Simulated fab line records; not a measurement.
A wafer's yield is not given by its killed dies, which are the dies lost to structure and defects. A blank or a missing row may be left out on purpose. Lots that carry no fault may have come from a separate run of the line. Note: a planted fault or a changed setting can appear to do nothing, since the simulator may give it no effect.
Matching of chambers	flow n5 finfet	4 sister chambers for N5_BEOL_M0_SAQP_ETCH_107 on rie diel-04
The step etches SiNx in CH3F/O2, target depth 30 nm. 14 wafers are shown with their chamber, then 7 later ones without.

WAFERS PAIRED WITH THEIR CHAMBERS
wafer	chamber	showerhead plenum p Torr (Torr)	oes product au (a.u.)	drypump motor current A (A)
L082.1	2	2.10	0.73	5.2
L082.3	1	1.91	0.69	6.3
L082.4	0	1.97	0.96	5.8
L086.2	2	2.10	0.72	5.2
L086.4	3	1.96	0.68	5.6
L086.5	2	2.10	0.73	5.2
L087.1	2	2.10	0.73	5.2
L087.2	1	1.91	0.70	6.2
L087.5	3	1.96	0.68	5.7
L089.2	0	1.97	0.93	5.8
L089.3	3	1.96	0.68	5.7
L089.5	3	1.96	0.68	5.7
L090.2	2	2.09	0.72	5.2
L090.4	0	1.97	0.93	5.8

SIGNATURES (averages over the wafers above)
reading	chamber 0	chamber 1	chamber 2	chamber 3	scatter within a chamber
showerhead plenum p Torr	1.9700	1.9100	2.0980	1.9600	0.00283
oes product au	0.9400	0.6950	0.7260	0.6800	0.00877
drypump motor current A	5.800	6.250	5.200	5.675	0.0354
Rule: a wafer's distance from a chamber is the root of the sum, over the readings, of the square of ((its reading less the chamber's mean) divided by the reading's scatter). If the next closest chamber is less than 2 further off than the closest, the wafer can't be placed; otherwise it belongs to the closest. How the scatter is found: for the shown wafers, subtract from each reading the mean of its chamber, square and add these, divide the total by (wafers less chambers), then take the root.

WAFERS WITHOUT THEIR CHAMBER
wafer	showerhead plenum p Torr (Torr)	oes product au (a.u.)	drypump motor current A (A)
L090.6	2.09	0.73	5.2
L091.2	1.97	0.94	5.8
L091.5	1.95	0.69	5.6
L091.6	1.97	0.93	5.8
L092.1	1.90	0.69	6.2
L092.2	1.97	0.91	5.8
L092.4	2.09	0.71	5.3

EACH ONE'S CHAMBER
wafer	from the rows above	in truth
L090.6	2	2
L091.2	0	0
L091.5	3	3
L091.6	0	0
L092.1	1	1
L092.2	0	0
L092.4	2	2
7 of 7 placed correctly. From these rows, 0 cannot be placed. Number placed wrongly: 0.
